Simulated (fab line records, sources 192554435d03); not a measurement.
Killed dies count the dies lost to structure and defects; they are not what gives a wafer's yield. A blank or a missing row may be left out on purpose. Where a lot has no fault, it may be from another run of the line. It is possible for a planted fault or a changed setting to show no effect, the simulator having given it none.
Matching of chambers + flow n5Finfet + 3 sister chambers for N5_BEOL_M5_DEP_56 on pecvd-01
The step deposits SiCN from 3MS/NH3, target thk 8 nm, time 14 s. 3 wafers are shown with their chamber, then 8 later ones without.

== WAFERS PAIRED WITH THEIR CHAMBERS ==
| wafer  | chamber | showerheadPlenumPTorr (Torr) |
|--------|---------|------------------------------|
| L082.1 | 1       | 3.672                        |
| L082.5 | 0       | 3.686                        |
| L083.1 | 2       | 3.636                        |

== WAFERS WITH NO CHAMBER GIVEN ==
| wafer  | showerheadPlenumPTorr (Torr) |
|--------|------------------------------|
| L083.3 | 3.699                        |
| L083.4 | 3.690                        |
| L094.1 | 3.637                        |
| L094.5 | 3.674                        |
| L094.6 | 3.693                        |
| L097.2 | 3.689                        |
| L097.4 | 3.689                        |
| L097.5 | 3.678                        |

== WHICH CHAMBER EACH WENT THROUGH ==
| wafer  | from the rows above     | in truth |
|--------|-------------------------|----------|
| L083.3 | 0                       | 0        |
| L083.4 | 0                       | 0        |
| L094.1 | 2                       | 2        |
| L094.5 | can't be placed: 1 or 0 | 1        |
| L094.6 | 0                       | 0        |
| L097.2 | 0                       | 0        |
| L097.4 | 0                       | 0        |
| L097.5 | can't be placed: 1 or 0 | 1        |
Correct placement for 6 of the 8. Cannot be placed on the basis of these rows: 2; the candidates contain the true chamber in 2. Placed wrongly: 0.
How it was worked out, from the rows above alone: a wafer's distance from a chamber is the root of the sum, over the readings, of the square of ((its reading less the chamber's mean) divided by the reading's scatter). The wafer belongs to the nearest chamber; if the next one is less than 2 further off, it can't be placed. For every chamber, the mean is computed from those of its wafers that are shown. The scatter (one wafer shown for each chamber): square how far every hidden wafer sits from the nearest shown wafer, average those squares and take the square root.
